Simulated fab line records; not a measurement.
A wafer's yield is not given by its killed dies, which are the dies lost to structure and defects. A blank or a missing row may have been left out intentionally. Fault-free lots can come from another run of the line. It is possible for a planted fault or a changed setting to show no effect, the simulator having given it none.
Matching of chambers -- flow n5-finfet -- N5_BEOL_M4_CO_CAP_55 on cvd-co-01: 3 sister chambers
The step material Co, precursor CCTBA/H2, target thk 2 nm, time 102.1 s. 6 wafers are shown with their chamber, then 10 later ones without.

WAFERS WITH THEIR CHAMBER
wafer,chamber,heater-power-w (W)
L085.2,1,178
L085.4,1,183
L089.3,0,311
L089.5,2,193
L093.3,2,196
L093.4,0,302

WAFERS WHOSE CHAMBER IS MISSING
wafer,heater-power-w (W)
L093.5,183
L092.1,177
L092.2,191
L092.6,196
L095.4,199
L095.5,182
L095.6,311
L096.2,307
L096.3,181
L096.6,197

WHICH CHAMBER EACH WENT THROUGH
wafer,from the rows above,in truth
L093.5,1,1
L092.1,1,1
L092.2,can't be placed: 2 or 1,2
L092.6,2,2
L095.4,2,2
L095.5,1,1
L095.6,0,0
L096.2,0,0
L096.3,1,1
L096.6,2,2
Placed correctly: 9 of 10. From these rows, 1 cannot be placed; in 1 the true chamber is one of the candidates. Wrongly placed: 0.
How it was worked out, from the rows above alone: a wafer's distance from a chamber is the root of the sum, over the readings, of the square of ((its reading less the chamber's mean) divided by the reading's scatter). The wafer belongs to the nearest chamber; if the next one is less than 2 further off, it can't be placed. The mean given for a chamber averages the wafers shown for that chamber. How the scatter is found: for the shown wafers, subtract from each reading the mean of its chamber, square and add these, divide the total by (wafers less chambers), then take the root.
